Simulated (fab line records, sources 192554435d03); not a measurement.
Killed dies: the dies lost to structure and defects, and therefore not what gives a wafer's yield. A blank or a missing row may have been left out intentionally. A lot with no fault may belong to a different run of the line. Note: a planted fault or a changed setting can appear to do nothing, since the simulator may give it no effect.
Comparing a struck lot with a sound one + flow n5-finfet + 23 out of 1938 route steps
Sound: wafers L569.2, L569.3, L569.4. Wafers L553.1, L553.5, L553.6 were the ones struck. Last of all comes the cause.
Order at every step that has rows: each side's tool, ch and its chambers, its first start. Under that, the readings that differ: sound wafers + struck wafers + difference of the means + sigmas: that difference in standard deviations of wafers without a fault.
alike: a reading whose means differ by less than 2 such deviations, as well as words and numbers matching on both sides. not compared: withheld readings; readings where some wafer has no value; bounds like >300 that might hide an equal value; numbers whose values overlap and for which the record gives no deviation.
Wherever a step has rows on one side only, a row that says differs or no value, or a row with sigmas, the two part there. When numbers do not overlap yet have no deviation, they are printed without sigmas and do not part them. A reading missing from all wafers of one side parts the sides only when that side holds two or more wafers.

first, 8 steps without rows for these wafers: N5_BEOL_M8_ANNEAL_51 (time 90 s); N5_BEOL_M8_CMP_52 (polishes, stops on SiCOH lowk, t overpolish 6.9 s, target thk 80 nm); N5_BEOL_M8_PRE_CLEAN_55 (time 15 s); N5_BEOL_M8_DEP_56 (deposits SiCN from 3MS/NH3, target thk 10 nm, time 17.5 s); N5_BEOL_M9_ILD_DEP_00 (deposits SiCOH lowk from DEMS/porogen, target thk 308.51 nm, time 58 s); N5_BEOL_M9_CURE_71 (cures SiCOH lowk, time 240 s); N5_BEOL_M9_PECVD_70 (deposits SiO2 from TEOS/O2, target thk 20 nm, time 22.7 s); N5_BEOL_M9_HM_DEP_02 (deposits TiN, target thk 20 nm).
N5_BEOL_M9_COAT_59: time 60 s, resist thk 100 nm.
  sound on litho-track-01 ch 0, day 15 01:46; struck on litho-track-04 ch 0, day 10 22:59
| reading                                  | sound                | struck               | difference | sigmas      |
|------------------------------------------|----------------------|----------------------|------------|-------------|
| chill-plate-temp-C (C)                   | 22.83 22.86 22.87    | 23.34 23.11 23.17    | +0.35      | +3          |
| spin-speed-rpm (rpm)                     | 1501.6 1500.6 1501.8 | 1701.2 1700.8 1700.6 | +199.5     | +99 or more |
| model.SOC_of_BEOL_M9_COAT_59.thk-nm (nm) | 100 99.8 100         | 94 94.2 94           | -6         |             |
then, 9 steps without rows for these wafers: N5_BEOL_M9_COAT_60 (time 60 s, resist thk 30 nm); N5_BEOL_M9_COAT_05 (resist thk 90 nm); N5_BEOL_M9_EBR_07; N5_BEOL_M9_SOFTBAKE_06 (time 60 s); N5_BEOL_M9_EXPOSE_08 (exposes mask M9); N5_BEOL_M9_PEB_09 (peb time 60 s); N5_BEOL_M9_DEVELOP_10 (develop time 30 s); N5_BEOL_M9_DESCUM_16 (chemistry O2, time 7.9 s); N5_BEOL_M9_ETCH_61 (etches SiARC in CF4, target depth 39 nm, time 65 s).
N5_BEOL_M9_ETCH_62: etches SOC in N2/H2, target depth 110 nm, overetch 22 nm, time 165 s.
  sound on rie-diel-03 ch 0,1,2, day 15 02:10; struck on rie-diel-02 ch 0,1,3, day 10 23:32
| reading                  | sound             | struck            | difference | sigmas |
|--------------------------|-------------------|-------------------|------------|--------|
| model.etch.depth-nm (nm) | 99.96 99.89 99.96 | 93.95 94.13 93.93 | -5.93      |        |
  alike: drypump-motor-current-A, oes-product-au, rf-vpp-V, showerhead-plenum-p-Torr, throttle-valve-pct
  not compared: rf-hours-counter-h
then, 2 steps without rows for these wafers: N5_BEOL_M9_STRIP_68 (strips in N2/H2); N5_BEOL_M9_STRIP_67 (strips in CF4).
N5_BEOL_M9_HM_OPEN_17: chemistry Cl2/BCl3, target TiN, target depth 20 nm, overetch 6 nm.
  sound on rie-metal-03 ch 0,1, day 15 02:22; struck on rie-metal-03 ch 0,1, day 10 23:43
| reading                                  | sound          | struck         | difference | sigmas |
|------------------------------------------|----------------|----------------|------------|--------|
| model.SOC_of_BEOL_M9_COAT_59.thk-nm (nm) | 91.8 91.8 92.2 | 86.4 86.6 86.2 | -5.5       |        |
  alike: drypump-motor-current-A, mfc-cl2-sccm, oes-product-au, throttle-valve-pct
  not compared: rf-hours-counter-h
then, 1 step without rows for these wafers: N5_BEOL_M9_STRIP_19 (strips in O2).

== WHERE THEY PART ==
Only at N5_BEOL_M9_COAT_59, as far as this record shows. Later steps at which nothing parts them and some readings are alike: N5_BEOL_M9_ETCH_62, N5_BEOL_M9_HM_OPEN_17.

WHY: the cause the simulator had injected
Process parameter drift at N5_BEOL_M9_COAT_59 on litho-track-04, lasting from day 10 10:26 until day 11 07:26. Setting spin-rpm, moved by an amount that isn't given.
